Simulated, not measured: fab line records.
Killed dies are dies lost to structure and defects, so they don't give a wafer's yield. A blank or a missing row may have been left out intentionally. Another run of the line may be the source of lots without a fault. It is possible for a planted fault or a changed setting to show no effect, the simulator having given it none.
Matching of chambers    flow n5-finfet    N5_FIN_SAQP_ETCH_57 on rie-diel-04: 4 sister chambers
The step etches SiNx in CH3F/O2, target depth 32.5 nm, time 46.4 s. 14 wafers are shown with their chamber, then 7 later ones without.

== WAFERS, EACH WITH ITS CHAMBER ==
wafer   chamber  rf-vpp-V (V)  showerhead-plenum-p-Torr (Torr)  drypump-motor-current-A (A)
L074.2  2        302           1.98                             5.4
L074.3  0        287           1.93                             5.9
L074.4  0        288           1.93                             5.9
L075.4  2        303           1.98                             5.3
L075.5  0        287           1.93                             5.9
L075.6  3        306           1.97                             6.0
L077.3  0        287           1.93                             5.9
L077.5  1        279           2.07                             5.4
L077.6  0        287           1.93                             6.0
L088.1  0        287           1.92                             5.9
L088.5  1        279           2.07                             5.4
L088.6  0        287           1.92                             5.9
L089.1  0        288           1.92                             5.9
L089.2  3        306           1.97                             6.0

SIGNATURES (averages over the wafers above)
reading                   chamber 0  chamber 1  chamber 2  chamber 3  scatter within a chamber
rf-vpp-V                  287.25     279.00     302.50     306.00     0.447
showerhead-plenum-p-Torr  1.9263     2.0700     1.9800     1.9700     0.00433
drypump-motor-current-A   5.913      5.400      5.350      6.000      0.0371
Rule: a wafer lies at a distance from a chamber equal to the root of the sum of squares, over the readings, of (its reading less the chamber's mean, divided by the reading's scatter). The wafer belongs to the nearest chamber; if the next one is less than 2 further off, it can't be placed. The scatter is the square root of a quotient: the sum, over the shown wafers, of each reading's squared deviation from its chamber's mean, divided by wafers minus chambers.

== WAFERS MISSING THEIR CHAMBER ==
wafer   rf-vpp-V (V)  showerhead-plenum-p-Torr (Torr)  drypump-motor-current-A (A)
L089.3  280           2.06                             5.4
L090.1  280           2.06                             5.4
L090.3  308           1.96                             6.0
L090.5  279           2.06                             5.4
L094.3  306           1.96                             6.0
L094.4  279           2.06                             5.5
L094.6  302           1.97                             5.4

== CHAMBER TAKEN BY EACH ==
wafer   from the rows above  in truth
L089.3  1                    1
L090.1  1                    1
L090.3  3                    3
L090.5  1                    1
L094.3  3                    3
L094.4  1                    1
L094.6  2                    2
7 of 7 placed correctly. Can't be placed from these rows: 0. Placed wrongly: 0.
